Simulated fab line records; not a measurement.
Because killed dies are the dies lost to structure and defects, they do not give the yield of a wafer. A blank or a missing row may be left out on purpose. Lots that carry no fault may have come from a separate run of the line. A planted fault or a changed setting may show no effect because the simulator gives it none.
Struck lot and sound lot, side by side | flow n5 finfet | 28 steps out of a route of 1938
Sound: these wafers, L492.2, L492.3, L492.6. Wafers struck: L500.2, L500.3, L500.5. The cause is named last.
Each step with rows lists, per side, the tool, then ch with its chambers, then its first start. Under that, the readings that differ: sound wafers | struck wafers | difference of the means | sigmas: that difference in standard deviations of wafers without a fault.
alike: readings with means less than 2 such deviations apart, plus words and numbers identical on both sides. not compared: withheld readings, readings lacking a value on some wafer, bounds such as >300 that could conceal the same value, and numbers that have no deviation in the record and whose values overlap.
A row with sigmas, a row that says differs or no value, or rows on one side alone: a step with any of these is where the two part. When numbers do not overlap yet have no deviation, they are printed without sigmas and do not part them. A reading missing from all wafers of one side parts the sides only when that side holds two or more wafers.

first, 9 steps without rows for these wafers: N5_BEOL_M0_SAQP_EXPOSE_37 (exposes mask M0 CUT1, target cd 30 nm); N5_BEOL_M0_SAQP_PEB_38 (peb time 60 s); N5_BEOL_M0_SAQP_DEVELOP_39 (develop time 30 s); N5_BEOL_M0_SAQP_DESCUM_45 (chemistry O2, time 7 s); N5_BEOL_M0_SAQP_ETCH_88 (etches underlayer in N2/H2, target depth 6.5 nm, time 5.2 s); N5_BEOL_M0_SAQP_ETCH_73 (etches SiARC in CF4, target depth 19.5 nm, time 32.5 s); N5_BEOL_M0_SAQP_CUT_ETCH_46 (etches SOC in N2/H2, target depth 135 nm, overetch 27 nm, time 202.5 s); N5_BEOL_M0_SAQP_STRIP_74 (strips in N2/H2); N5_BEOL_M0_SAQP_STRIP_89 (strips in N2/H2).
N5_BEOL_M0_SAQP_ALD_48: deposits SiO2, target thk 20 nm, pulse time 1 s, co reactant pulse time 1 s.
  sound on ald sin-03 ch 1,3, day 5 23:46; struck on ald sin-03 ch 1,2,3, day 7 23:29
  reading                                       | sound             | struck      | difference                    | sigmas
  ald cycles                                    | 139 139 139       | 125 125 125 | -14                           |
  susceptor temp C (C)                          | 99.87 99.95 99.98 | - - -       | no value on the struck wafers |
  model.SiO2_of_BEOL_M0_SAQP_ALD_48.thk nm (nm) | 19.8 19.8 19.8    | 18 18 18    | -2                            |
  alike: heater power w, precursor pulse height rel
then, 15 steps without rows for these wafers: N5_BEOL_M0_SAQP_ETCH_49 (etches SiO2 in CF4/O2, target depth 37 nm); N5_BEOL_M0_SAQP_STRIP_75 (strips in CF4); N5_BEOL_M0_CUTY_COAT_50 (time 60 s, resist thk 15 nm); N5_BEOL_M0_CUTY_COAT_51 (resist thk 150 nm); N5_BEOL_M0_CUTY_EBR_52; N5_BEOL_M0_CUTY_SOFTBAKE_53 (time 60 s); N5_BEOL_M0_CUTY_EXPOSE_54 (exposes mask M0 ABLK); N5_BEOL_M0_CUTY_PEB_55 (peb time 60 s); N5_BEOL_M0_CUTY_DEVELOP_56 (develop time 30 s); N5_BEOL_M0_CUTY_DESCUM_61 (chemistry O2, time 7.9 s); N5_BEOL_M0_CUTY_ETCH_62 (etches SiARC in CF4, time 58.5 s); N5_BEOL_M0_CUTY_ETCH_63 (etches SOC in N2/H2, target depth 82.7 nm, overetch 16.5 nm, time 124 s); N5_BEOL_M0_CUTY_STRIP_64 (strips in N2/H2); N5_BEOL_M0_ETCH_138 (etches SiCN in CH3F/O2, target depth 12 nm, time 31.6 s); N5_BEOL_M0_HM_OPEN_105 (chemistry Cl2/BCl3, target TiN, target depth 12 nm).
N5_BEOL_M0_STRIP_140: strips in CF4.
  sound on rie diel-01 ch 0,1,3, day 6 03:38; struck on rie diel-03 ch 2,3, day 8 03:35
  reading                                       | sound             | struck            | difference | sigmas
  oes product au (a.u.)                         | 0.91 0.89 0.81    | 0.72 0.71 0.71    | -0.16      | -2
  throttle valve pct (%)                        | 13.41 13.40 13.42 | 13.74 13.90 13.90 | +0.44      | +2
  model.SiO2_of_BEOL_M0_SAQP_ALD_48.thk nm (nm) | 11.2 11.6 11.2    | 10 9.8 10.2       | -1         |
  alike: bias power w, drypump motor current A, rf vpp V, showerhead plenum p Torr
  not compared: rf hours counter h
then, 1 step without rows for these wafers: N5_BEOL_M0_STRIP_104 (strips in N2/H2).
-- a jump in the record: the struck wafers' starts before and after are 8 days apart (it breaks off in module BEOL_M0 and resumes in module PASSIVATION, where the first step shown is number 1936 of the route) --
N5_PASSIVATION_PROBE_49:
  sound on prober-01, day 14 12:07; struck on prober-02, day 15 21:28
  alike: killed_at_M0_to_M3, killed_at_M4_up, killed at contacts, killed at front end, killed at other, killed dies, killed open, killed short

== WHERE THEY PART ==
At N5_BEOL_M0_SAQP_ALD_48 first; at N5_BEOL_M0_STRIP_140 last (within this record only). Later steps at which nothing parts them and some readings are alike: N5_PASSIVATION_PROBE_49.

WHY: the cause the simulator had injected
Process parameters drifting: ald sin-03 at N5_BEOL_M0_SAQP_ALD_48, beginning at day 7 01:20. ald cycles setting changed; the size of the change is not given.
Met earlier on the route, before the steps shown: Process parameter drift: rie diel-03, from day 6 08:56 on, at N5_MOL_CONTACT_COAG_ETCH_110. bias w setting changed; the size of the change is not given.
